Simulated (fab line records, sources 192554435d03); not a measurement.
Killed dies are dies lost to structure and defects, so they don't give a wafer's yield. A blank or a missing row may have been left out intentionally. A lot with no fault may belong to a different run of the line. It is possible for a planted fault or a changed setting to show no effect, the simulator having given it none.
Lot-split experiment ; flow n5_finfet ; route with 1938 steps; 7 lots, 21 wafers read

SPLIT DETAILS
At N5_MOL_CONTACT_COAG_COAT_63 (time 60 s, resist thk 10 nm), the setting spin_rpm was moved away from the recipe's 1500 rpm on 7 of the 21 wafers read, by -10.9% to +10.1%. For the rest of the wafers, this setting stayed at what the recipe calls for.

FROM THE SPLIT TO THE READING: what the file shows between them, 9 steps
- N5_MOL_CONTACT_COAG_EXPOSE_37: exposes mask VD, defocus 0 nm (also split here: dose_mj)
- N5_MOL_CONTACT_COAG_PEB_38: peb time 60 s
- N5_MOL_CONTACT_COAG_DEVELOP_39: develop time 30 s
- N5_MOL_CONTACT_COAG_CD_MEAS_40: target cd 25.1 nm
- N5_MOL_CONTACT_COAG_DESCUM_45: chemistry O2, time 7 s
- N5_MOL_CONTACT_COAG_ETCH_65: etches underlayer in N2/H2, target depth 13 nm, time 10.4 s
- N5_MOL_CONTACT_COAG_ETCH_66: etches SiARC in CF4, target depth 13 nm, time 21.7 s
- N5_MOL_CONTACT_COAG_ALD_133: deposits SiO2, target thk 5 nm, pulse time 1 s, co reactant pulse time 1 s
- N5_MOL_CONTACT_COAG_ETCHBACK_134: etches SiO2 in CHF3, target depth 10 nm, time 6.7 s

THE READING
SiARC_of_MOL_CONTACT_COAG_COAT_63.thk_nm (the simulator's own value, which no gauge read), in nm, at N5_MOL_CONTACT_COAG_ETCH_67 (etches SOC in N2/H2, target depth 60 nm, overetch 21 nm, time 101.2 s). The file gives no usual value for it. Average 5.8 nm, standard deviation 0.13 nm, over the 14 wafers here run with the recipe.

wafer;tool, chamber at the split;spin_rpm as run, rpm;against the recipe;SiARC_of_MOL_CONTACT_COAG_COAT_63.thk_nm, nm;against lot-mates on the recipe
L078.1;litho_track-05, 0;1337;-10.9%;6.6;+0.8
L078.2;litho_track-05, 0;1500;recipe;5.8;-
L078.4;litho_track-05, 0;1500;recipe;5.8;-
L082.1;litho_track-02, 0;1500;recipe;5.6;-
L082.2;litho_track-02, 0;1500;recipe;5.8;-
L082.5;litho_track-02, 0;1588;+5.9%;5.4;-0.3
L084.2;litho_track-02, 0;1500;recipe;6;-
L084.3;litho_track-02, 0;1500;recipe;6;-
L084.6;litho_track-02, 0;1500;recipe;6;-
L089.2;litho_track-05, 0;1500;recipe;6;-
L089.4;litho_track-05, 0;1544;+2.9%;5.6;-0.4
L089.6;litho_track-05, 0;1544;+2.9%;5.6;-0.4
L091.3;litho_track-05, 0;1500;recipe;5.8;-
L091.5;litho_track-05, 0;1500;recipe;5.8;-
L091.6;litho_track-05, 0;1409;-6.1%;6.2;+0.4
L094.1;litho_track-05, 0;1500;recipe;6;-
L094.4;litho_track-05, 0;1500;recipe;5.8;-
L094.5;litho_track-05, 0;1500;recipe;5.6;-
L095.3;litho_track-05, 0;1651;+10.1%;5.6;-0.2
L095.4;litho_track-05, 0;1500;recipe;5.8;-
L095.5;litho_track-05, 0;1651;+10.1%;5.2;-0.6

FIT RESULTS
A straight line over all 21 wafers: SiARC_of_MOL_CONTACT_COAG_COAT_63.thk_nm changes by -0.0573 nm for each +1% of spin_rpm; r = -0.87; the points scatter about the line by 0.15 nm.
The same after taking each lot's own level away (the mean of its wafers on the recipe; 21 wafers): -0.0572 nm for each +1%; r = -0.88; scatter 0.14 nm.
Per that fit: largest spin_rpm move, reading shift of 0.62 nm.
The lots' own levels span 5.70 to 6.00 nm, that is 2.2 times the standard deviation above.
The two slopes agree, so the slope changes little with the lot-to-lot level.
Check: for one of the wafers moved furthest among these (-10.9%), held out of the fit, the line's prediction against its lot-mates is +0.522 nm. It came out at +0.8 nm against them.

FURTHER SPLITS ON THESE WAFERS
Note: prior to the reading, these wafers also went through further splits. Each is held against what the fit with the lots' levels taken away leaves over:
other split on the same wafers;wafers away from the commonest value;r with SiARC_of_MOL_CONTACT_COAG_COAT_63.thk_nm (lot level and that fit taken away)
N5_SD_EPI_N_DESCUM_14 time_s;10;-0.34
N5_ILD0_ALD_15 ald_cycles;6;-0.10
N5_SDB_COAT_03 spin_rpm;6;+0.47
N5_SDB_EXPOSE_08 dose_mj;7;-0.04
N5_MOL_CONTACT_COAG_EXPOSE_37 dose_mj;6;-0.03

THE WHOLE CHAIN: every reading that the file lists as answering this split, in the file's order
step;what it does;reading;change (the file's fit);r (the file's)
N5_MOL_CONTACT_COAG_COAT_63;time 60 s, resist thk 10 nm;SiARC_of_MOL_CONTACT_COAG_COAT_63.thk_nm (the simulator's own value, which no gauge read);-0.0492 nm for each +1% of the setting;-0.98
N5_MOL_CONTACT_COAG_ETCH_66;etches SiARC in CF4, target depth 13 nm, time 21.7 s;etch.depth_nm (the simulator's own value, which no gauge read);-0.0524 nm for each +1% of the setting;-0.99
N5_MOL_CONTACT_COAG_ETCH_67;etches SOC in N2/H2, target depth 60 nm, overetch 21 nm, time 101.2 s;SiARC_of_MOL_CONTACT_COAG_COAT_63.thk_nm (the simulator's own value, which no gauge read);-0.0604 nm for each +1% of the setting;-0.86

THE FILE'S OWN FIT
SiARC_of_MOL_CONTACT_COAG_COAT_63.thk_nm changes by -0.0604 nm for each +1% of spin_rpm, r = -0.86.
